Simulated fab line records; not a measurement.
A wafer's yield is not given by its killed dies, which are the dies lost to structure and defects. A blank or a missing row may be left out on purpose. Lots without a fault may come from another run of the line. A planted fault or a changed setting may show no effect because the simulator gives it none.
Matching of chambers || flow n5-finfet || N5_STI_FIN_REVEAL_ALD_14 on ald-sin-03: 4 sister chambers
The step deposits Si3N4, target thk 3 nm. 14 wafers are shown with their chamber, then 7 later ones without.

== WAFERS, EACH WITH ITS CHAMBER ==
{"wafer": "L276.3", "chamber": 0, "heater-power-w (W)": 783, "chamber-pressure-Torr (Torr)": 2.000}
{"wafer": "L276.4", "chamber": 1, "heater-power-w (W)": 867, "chamber-pressure-Torr (Torr)": 2.001}
{"wafer": "L276.5", "chamber": 1, "heater-power-w (W)": 879, "chamber-pressure-Torr (Torr)": 1.999}
{"wafer": "L278.1", "chamber": 1, "heater-power-w (W)": 911, "chamber-pressure-Torr (Torr)": 2.000}
{"wafer": "L278.4", "chamber": 2, "heater-power-w (W)": 1038, "chamber-pressure-Torr (Torr)": 1.993}
{"wafer": "L278.6", "chamber": 0, "heater-power-w (W)": 792, "chamber-pressure-Torr (Torr)": 1.996}
{"wafer": "L282.1", "chamber": 1, "heater-power-w (W)": 909, "chamber-pressure-Torr (Torr)": 1.998}
{"wafer": "L282.2", "chamber": 3, "heater-power-w (W)": 868, "chamber-pressure-Torr (Torr)": 2.004}
{"wafer": "L282.5", "chamber": 2, "heater-power-w (W)": 1050, "chamber-pressure-Torr (Torr)": 1.995}
{"wafer": "L290.3", "chamber": 3, "heater-power-w (W)": 867, "chamber-pressure-Torr (Torr)": 2.010}
{"wafer": "L290.5", "chamber": 3, "heater-power-w (W)": 875, "chamber-pressure-Torr (Torr)": 1.996}
{"wafer": "L290.6", "chamber": 2, "heater-power-w (W)": 1065, "chamber-pressure-Torr (Torr)": 2.003}
{"wafer": "L291.2", "chamber": 3, "heater-power-w (W)": 851, "chamber-pressure-Torr (Torr)": 1.997}
{"wafer": "L291.4", "chamber": 1, "heater-power-w (W)": 898, "chamber-pressure-Torr (Torr)": 2.001}

SIGNATURES (averages over the wafers above)
{"reading": "heater-power-w", "chamber 0": 787.50, "chamber 1": 892.80, "chamber 2": 1051.00, "chamber 3": 865.25, "scatter within a chamber": 14.8}
{"reading": "chamber-pressure-Torr", "chamber 0": 1.99800, "chamber 1": 1.99980, "chamber 2": 1.99700, "chamber 3": 2.00175, "scatter within a chamber": 0.00447}
Rule: for each reading, subtract the chamber's mean from the wafer's reading, divide by that reading's scatter and square the result; add these up over the readings and take the root, which gives the wafer's distance from the chamber. The wafer belongs to the nearest chamber; if the next one is less than 2 further off, it can't be placed. The scatter is the square root of a quotient: the sum, over the shown wafers, of each reading's squared deviation from its chamber's mean, divided by wafers minus chambers.

== WAFERS WITHOUT THEIR CHAMBER ==
{"wafer": "L291.5", "heater-power-w (W)": 788, "chamber-pressure-Torr (Torr)": 2.007}
{"wafer": "L292.2", "heater-power-w (W)": 864, "chamber-pressure-Torr (Torr)": 1.995}
{"wafer": "L292.4", "heater-power-w (W)": 911, "chamber-pressure-Torr (Torr)": 2.002}
{"wafer": "L292.5", "heater-power-w (W)": 794, "chamber-pressure-Torr (Torr)": 2.001}
{"wafer": "L298.1", "heater-power-w (W)": 890, "chamber-pressure-Torr (Torr)": 2.004}
{"wafer": "L298.3", "heater-power-w (W)": 930, "chamber-pressure-Torr (Torr)": 1.998}
{"wafer": "L298.6", "heater-power-w (W)": 870, "chamber-pressure-Torr (Torr)": 2.002}

== THE CHAMBER EACH PASSED THROUGH ==
{"wafer": "L291.5", "from the rows above": 0, "in truth": 0}
{"wafer": "L292.2", "from the rows above": "can't be placed: 3 or 1", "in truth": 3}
{"wafer": "L292.4", "from the rows above": "can't be placed: 1 or 3", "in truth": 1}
{"wafer": "L292.5", "from the rows above": 0, "in truth": 0}
{"wafer": "L298.1", "from the rows above": "can't be placed: 1 or 3", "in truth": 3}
{"wafer": "L298.3", "from the rows above": "can't be placed: 1 or 3", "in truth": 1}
{"wafer": "L298.6", "from the rows above": "can't be placed: 3 or 1", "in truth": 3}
Correctly placed: 2 of 7. These rows do not allow placing 5 (true chamber among the candidates in 5). Placed wrongly: 0.
